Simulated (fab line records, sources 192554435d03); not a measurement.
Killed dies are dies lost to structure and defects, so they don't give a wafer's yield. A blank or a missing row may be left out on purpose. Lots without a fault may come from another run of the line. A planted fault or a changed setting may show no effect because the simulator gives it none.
A struck lot beside a sound one | flow n5_finfet | 37 steps out of a route of 1938
Sound: wafers L658.3, L658.4, L658.5. Struck: wafers L641.3, L641.4. (L641.6 of the same lot was not struck and is left out.) The cause comes at the end.
At each step with rows: each side's tool, then ch and its chambers, then its first start. Under that, the readings that differ: sound wafers | struck wafers | difference of the means | sigmas: that difference in standard deviations of wafers without a fault.
alike: readings whose means differ by less than 2 such deviations, and words and numbers that are the same on both sides. not compared: withheld readings, readings that some wafer has no value for, bounds like >300 that may hide the same value, and numbers for which the record gives no deviation and whose values overlap.
The two part at a step that has a row with sigmas, a row that says differs or no value, or rows on one side only. Numbers that don't overlap but have no deviation are shown without sigmas and don't part them. A reading that every wafer of one side lacks parts them only if that side has two wafers or more.

first, 11 steps without rows for these wafers: N5_PMOS_HMC_CHANNEL_EPI_PRECLEAN_36 (cleans in O3/DIW, time 45 s); N5_PMOS_HMC_CHANNEL_EPI_PRECLEAN_18 (cleans in DHF, time 30 s); N5_PMOS_HMC_CHANNEL_EPI_SRD_19 (time 30 s); N5_PMOS_HMC_CHANNEL_EPI_EPI_20 (deposits SiGe30, target thk 59 nm); N5_PMOS_HMC_CHANNEL_EPI_HM_STRIP_35 (strips SiO2 in dHF, material SiO2, target depth 39.6 nm, time 216 s); N5_PMOS_HMC_CHANNEL_EPI_SRD_39 (time 30 s); N5_PMOS_HMC_CHANNEL_EPI_CMP_21 (polishes SiGe30, target thk 54 nm); N5_PMOS_HMC_CHANNEL_EPI_PRECLEAN_40 (cleans in DHF, time 30 s); N5_PMOS_HMC_CHANNEL_EPI_PRECLEAN_37 (cleans in O3/DIW, time 45 s); N5_PMOS_HMC_CHANNEL_EPI_PRECLEAN_24 (cleans in DHF, time 30 s); N5_PMOS_HMC_CHANNEL_EPI_SRD_25 (time 30 s).
N5_PMOS_HMC_CHANNEL_EPI_EPI_26: deposits Si from SiH4/H2, target thk 3.8 nm, time 22.7 s.
  sound on epi_rpcvd-04 ch 0, day 7 08:38; struck on epi_rpcvd-04 ch 0, day 3 01:29
  reading                                             | sound             | struck      | difference | sigmas
  model.Si_of_PMOS_HMC_CHANNEL_EPI_EPI_26.thk_nm (nm) | 3.773 3.811 3.793 | 5.202 5.113 | +1.365     |
  alike: throttle_valve_pct
then, 22 steps without rows for these wafers: N5_FIN_SAQP_PRECLEAN_42 (cleans in O3/DIW, time 60 s); N5_FIN_SAQP_PRECLEAN_00 (cleans in SC1, time 60 s); N5_FIN_SAQP_PRECLEAN_44 (cleans in SC2, time 45 s); N5_FIN_SAQP_SRD_01 (time 30 s); N5_FIN_SAQP_ALD_61 (deposits SiO2, target thk 4 nm, pulse time 1 s, purge time 2 s); N5_FIN_SAQP_DENSIFY_62 (time 60 s); N5_FIN_SAQP_HM_DEP_03 (deposits SiNx from SiH4/NH3/N2, target thk 38 nm, time 33.6 s); N5_FIN_SAQP_PECVD_47 (deposits a-Si from SiH4/He, target thk 45 nm, time 36.3 s); N5_FIN_SAQP_PECVD_48 (deposits SiNx from SiH4/NH3/N2, target thk 25 nm, time 22.1 s); N5_FIN_SAQP_PECVD_06 (deposits a-Si from SiH4/He, target thk 60 nm, time 48.1 s); N5_FIN_SAQP_HM_DEP_72 (deposits SiO2 from SiH4/N2O, target thk 12 nm, time 7.2 s); N5_FIN_SAQP_COAT_49 (time 60 s, resist thk 100 nm); N5_FIN_SAQP_COAT_50 (time 60 s, resist thk 35 nm); N5_FIN_SAQP_COAT_10 (resist thk 90 nm); N5_FIN_SAQP_EBR_12; N5_FIN_SAQP_SOFTBAKE_11 (time 60 s); N5_FIN_SAQP_EXPOSE_13 (exposes mask FIN CORE, target cd 35.6 nm); N5_FIN_SAQP_PEB_14 (peb time 60 s); N5_FIN_SAQP_DEVELOP_15 (develop time 30 s); N5_FIN_SAQP_DESCUM_21 (chemistry O2, time 7.9 s); N5_FIN_SAQP_ETCH_51 (etches SiARC in CF4, target depth 45.5 nm, time 75.8 s); N5_FIN_SAQP_ETCH_52 (etches SOC in N2/H2, target depth 100 nm, overetch 20 nm, time 150 s).
N5_STI_FIN_REVEAL_CLEAN_19: cleans in O3/DIW, time 120 s.
  sound on wet_bench-03 ch 1,2,3, day 8 01:20; struck on wet_bench-03 ch 1,3, day 3 17:29
  reading                                             | sound       | struck  | difference | sigmas
  model.Si_of_PMOS_HMC_CHANNEL_EPI_EPI_26.thk_nm (nm) | 2.4 2.4 2.4 | 3.8 3.8 | +1.4       |
  alike: bath_heat_duty_pct, o3_ppm
-- the record jumps here: 5 days lie between the struck wafers' starts before and after (it left off in module STI_FIN_REVEAL and takes up again in module BEOL_M4, whose first step shown is number 1111 of the route) --
N5_BEOL_M4_RC_MEAS_101:
  sound on prober-02 ch 0, day 13 10:29; struck on prober-02 ch 0, day 8 15:10
  reading        | sound          | struck    | difference | sigmas
  DIBL_N (mV/V)  | 40.3 40.2 36.1 | 35.0 35.0 | -3.9       | -2
  IOFF_N (nA/um) | 0.24 0.24 0.14 | 0.14 0.14 | -0.07      | -2
  alike: DIBL_P, IOFF_P, ION_N, ION_P, SS_N, SS_P, VT_N, VT_P
N5_PASSIVATION_PROBE_49:
  the record has rows for the sound wafers here (prober-01, day 17 08:59) and none for the struck ones

WHERE THEY PART
First at N5_BEOL_M4_RC_MEAS_101; last, within this record, at N5_PASSIVATION_PROBE_49.

WHY: what the simulator had put in
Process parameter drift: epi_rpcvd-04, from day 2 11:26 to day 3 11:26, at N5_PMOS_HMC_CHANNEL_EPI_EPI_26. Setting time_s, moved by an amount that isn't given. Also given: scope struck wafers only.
